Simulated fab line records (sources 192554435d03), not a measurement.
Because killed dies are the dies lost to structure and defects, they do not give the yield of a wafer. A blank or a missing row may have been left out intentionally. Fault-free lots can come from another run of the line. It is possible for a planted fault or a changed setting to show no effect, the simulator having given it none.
2 desks, one fault || flow n5Finfet || numbers are kept per desk, each desk with only its own; the story behind them comes last

## METROLOGY DESK
What the gauges read for every lot (on any tool): the sampled wafers with a number, averaged. Marked OUT: a lot whose mean sits more than 4 standard deviations from the usual mean, which makes it out of limits; the brackets give that distance. It has 10 readings; the 7 that lie furthest out on some lot are the ones shown.
Columns: A = DIBL_N at N5_BEOL_M4_RC_MEAS_101, usual 36.9 mV/V; B = IOFF_N at N5_BEOL_M4_RC_MEAS_101, usual 0.17 nA/um; C = ION_N at N5_BEOL_M4_RC_MEAS_101, usual 674 uA/um; D = ION_P at N5_BEOL_M4_RC_MEAS_101, usual 463 uA/um; E = SS_N at N5_BEOL_M4_RC_MEAS_101, usual 71.7 mV/dec; F = SS_P at N5_BEOL_M4_RC_MEAS_101, usual 73.5 mV/dec; G = VT_N at N5_BEOL_M4_RC_MEAS_101, usual 249 mV
{"lot": "L915", "first seen here": "day 10 20:34", "A": 34.8, "B": 0.15, "C": 672, "D": 465, "E": 70.9, "F": 72.7, "G": 250}
{"lot": "L921", "first seen here": "day 12 08:42", "A": 35.7, "B": 0.13, "C": 661, "D": 455, "E": 71.3, "F": 73.3, "G": 253}
{"lot": "L924", "first seen here": "day 12 15:16", "A": 36.1, "B": 0.16, "C": 672, "D": 463, "E": 71.9, "F": 73.2, "G": 251}
{"lot": "L930", "first seen here": "day 13 21:56", "A": 36.5, "B": 0.16, "C": 676, "D": 466, "E": 71.7, "F": 73.3, "G": 250}
This desk's finding: nothing out of limits on any of the 4 lots.

## DESK OF THE TOOL OWNER: rieDiel-04
The tool's own readings at N5_BEOL_M3_ETCH_64 (etches SOC in N2/H2, target depth 75 nm, overetch 15 nm, time 112.5 s): means of the sampled wafers that have a number, for each lot that ran on this tool. Marked OUT: a lot whose mean sits more than 4 standard deviations from the usual mean, which makes it out of limits; the brackets give that distance.
Columns: A = chamberPressureMTorr at N5_BEOL_M3_ETCH_64, usual 30.000 mTorr; B = drypumpMotorCurrentA at N5_BEOL_M3_ETCH_64, usual 5.5 A; C = oesProductAu at N5_BEOL_M3_ETCH_64, usual 0.63 a.u.; D = rfFwdPowerW at N5_BEOL_M3_ETCH_64, usual 836.1 W; E = rfVppV at N5_BEOL_M3_ETCH_64, usual 524.9 V; F = showerheadPlenumPTorr at N5_BEOL_M3_ETCH_64, usual 2.58 Torr; G = throttleValvePct at N5_BEOL_M3_ETCH_64, usual 17.8 %
{"lot": "L915", "first seen here": "day 9 13:46", "A": 30.017, "B": 5.5, "C": 0.62, "D": 837.5, "E": 524.6, "F": 2.58, "G": 17.9}
{"lot": "L921", "first seen here": "day 11 02:07", "A": 29.981, "B": 5.7, "C": 0.69, "D": "-", "E": 526.8, "F": 2.60, "G": 18.1}
{"lot": "L924", "first seen here": "day 11 18:49", "A": 30.003, "B": 5.7, "C": 0.76, "D": "-", "E": 526.0, "F": 2.59, "G": 17.7}
This desk's finding: nothing out of limits on any of the 3 lots.

## TAKEN TOGETHER
Metrology desk: nothing out of limits seen.
The desk of the tool owner found nothing out of limits.

## WHAT WAS PUT IN BY THE SIMULATOR
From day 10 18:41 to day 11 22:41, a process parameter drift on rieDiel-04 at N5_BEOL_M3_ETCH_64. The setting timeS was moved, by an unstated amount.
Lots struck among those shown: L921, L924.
